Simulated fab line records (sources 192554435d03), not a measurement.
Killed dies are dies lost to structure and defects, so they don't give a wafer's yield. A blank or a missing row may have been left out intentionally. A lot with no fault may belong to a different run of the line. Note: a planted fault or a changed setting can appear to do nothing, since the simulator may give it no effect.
Chamber matching | flow n5Finfet | N5_SDB_ETCH_18 on rieDiel-01: 4 sister chambers
The step etches SOC in N2/H2, target depth 100 nm, overetch 20 nm, time 150 s. 8 wafers are shown with their chamber, then 7 later ones without.

## WAFERS WITH THEIR CHAMBER
wafer  | chamber | showerheadPlenumPTorr (Torr) | throttleValvePct (%)
L708.3 | 2       | 2.63                         | 18.16
L709.5 | 0       | 2.44                         | 17.99
L709.6 | 1       | 2.71                         | 17.54
L715.3 | 3       | 2.66                         | 17.83
L715.4 | 2       | 2.62                         | 18.19
L715.5 | 1       | 2.70                         | 17.54
L717.2 | 0       | 2.43                         | 18.03
L717.3 | 3       | 2.66                         | 17.82

## WAFERS WITHOUT THEIR CHAMBER
wafer  | showerheadPlenumPTorr (Torr) | throttleValvePct (%)
L717.5 | 2.66                         | 17.84
L722.1 | 2.69                         | 17.58
L722.4 | 2.66                         | 17.85
L722.6 | 2.69                         | 17.59
L726.1 | 2.61                         | 18.21
L726.3 | 2.69                         | 17.59
L726.6 | 2.69                         | 17.60

## THE CHAMBER EACH PASSED THROUGH
wafer  | from the rows above | in truth
L717.5 | 3                   | 3
L722.1 | 1                   | 1
L722.4 | 3                   | 3
L722.6 | 1                   | 1
L726.1 | 2                   | 2
L726.3 | 1                   | 1
L726.6 | 1                   | 1
Correctly placed: 7 of 7. Left unplaced by these rows: 0. Placed wrongly: 0.
How it was worked out, from the rows above alone: a wafer's distance from a chamber is the root of the sum, over the readings, of the square of ((its reading less the chamber's mean) divided by the reading's scatter). The wafer belongs to the nearest chamber; if the next one is less than 2 further off, it can't be placed. Each chamber's mean is taken over the wafers shown for it. How the scatter is found: for the shown wafers, subtract from each reading the mean of its chamber, square and add these, divide the total by (wafers less chambers), then take the root.
